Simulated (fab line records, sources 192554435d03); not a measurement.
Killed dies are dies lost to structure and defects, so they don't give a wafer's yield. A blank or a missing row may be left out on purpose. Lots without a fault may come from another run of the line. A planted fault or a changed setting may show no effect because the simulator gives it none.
Split-lot experiment | flow n5_finfet | 7 lots, 21 wafers read, on a route of 1938 steps

THE SPLIT
At N5_DUMMY_GATE_EXPOSE_12 (exposes mask GATE, target cd 25 nm), the setting dose_mj was moved away from the recipe's 34 on 7 of the 21 wafers read, by +4.1% to +6.7%. The other wafers ran this setting at the recipe's value.

FROM THE SPLIT TO THE READING: what the file shows between them, 2 steps
- N5_DUMMY_GATE_PEB_13: peb time 60 s
- N5_DUMMY_GATE_DEVELOP_14: develop time 30 s

THE READING
cd_nm, in nm, at N5_DUMMY_GATE_CD_MEAS_15 (target cd 25.8 nm). Fault-free wafers of this fab line usually give 25.00 nm, standard deviation 0.23 nm.

wafer  | tool, chamber at the split | dose_mj as run | against the recipe | cd_nm, nm | against lot-mates on the recipe
L079.1 | euv_scanner-01, 0          | 34             | recipe             | 24.93     | -
L079.4 | euv_scanner-01, 0          | 36.16          | +6.4%              | 24.01     | -0.96
L079.6 | euv_scanner-01, 0          | 34             | recipe             | 25.02     | -
L080.1 | euv_scanner-02, 0          | 34             | recipe             | 24.56     | -
L080.5 | euv_scanner-02, 0          | 34             | recipe             | 25.45     | -
L080.6 | euv_scanner-02, 0          | 34             | recipe             | 24.91     | -
L082.1 | euv_scanner-02, 0          | 35.6           | +4.7%              | 23.92     | -0.95
L082.2 | euv_scanner-02, 0          | 34             | recipe             | 24.87     | -
L082.6 | euv_scanner-02, 0          | 35.6           | +4.7%              | 24.38     | -0.49
L084.2 | euv_scanner-02, 0          | 34             | recipe             | 25.26     | -
L084.3 | euv_scanner-02, 0          | 36.29          | +6.7%              | 23.88     | -1.38
L084.4 | euv_scanner-02, 0          | 36.29          | +6.7%              | 23.95     | -1.31
L087.1 | euv_scanner-01, 0          | 34             | recipe             | 24.69     | -
L087.4 | euv_scanner-01, 0          | 34             | recipe             | 25.08     | -
L087.6 | euv_scanner-01, 0          | 34             | recipe             | 24.73     | -
L089.3 | euv_scanner-02, 0          | 34             | recipe             | 25.34     | -
L089.4 | euv_scanner-02, 0          | 35.41          | +4.1%              | 24.12     | -1.22
L089.5 | euv_scanner-02, 0          | 35.41          | +4.1%              | 24.61     | -0.73
L095.1 | euv_scanner-02, 0          | 34             | recipe             | 24.76     | -
L095.3 | euv_scanner-02, 0          | 34             | recipe             | 24.85     | -
L095.6 | euv_scanner-02, 0          | 34             | recipe             | 24.92     | -

THE FIT
A straight line over all 21 wafers: cd_nm changes by -0.155 nm for each +1% of dose_mj; r = -0.87; the points scatter about the line by 0.24 nm.
The same after taking each lot's own level away (the mean of its wafers on the recipe; 21 wafers): -0.186 nm for each +1%; r = -0.92; scatter 0.22 nm.
On that fit, the largest move of dose_mj shifts the reading by 1.3 nm.
The lots' own levels span 24.833 to 25.340 nm, that is 2.2 times the standard deviation above.
So the lot-to-lot level changes the slope: the two fits differ.
Check: with one of the wafers moved furthest among these (+6.7%) left out of the fit, the line predicts -1.22 nm for it against its lot-mates. It came out at -1.38 nm against them.

OTHER SPLITS ON THESE WAFERS
These wafers also went through other splits before the reading. Each is held against what the fit with the lots' levels taken away leaves over:
other split on the same wafers            | wafers away from the commonest value | r with cd_nm (lot level and that fit taken away)
N5_WELL_APT_COAT_02 spin_rpm              | 4                                    | -0.10
N5_PMOS_HMC_CHANNEL_EPI_EXPOSE_06 dose_mj | 8                                    | +0.13
N5_PMOS_HMC_CHANNEL_EPI_PEB_07 peb_time_s | 5                                    | +0.01
N5_FIN_CUT_COAT_02 spin_rpm               | 5                                    | +0.07
N5_FIN_CUT_ETCH_21 bias_w                 | 6                                    | +0.17

THE FILE'S OWN FIT
cd_nm changes by -0.181 nm for each +1% of dose_mj, r = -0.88.
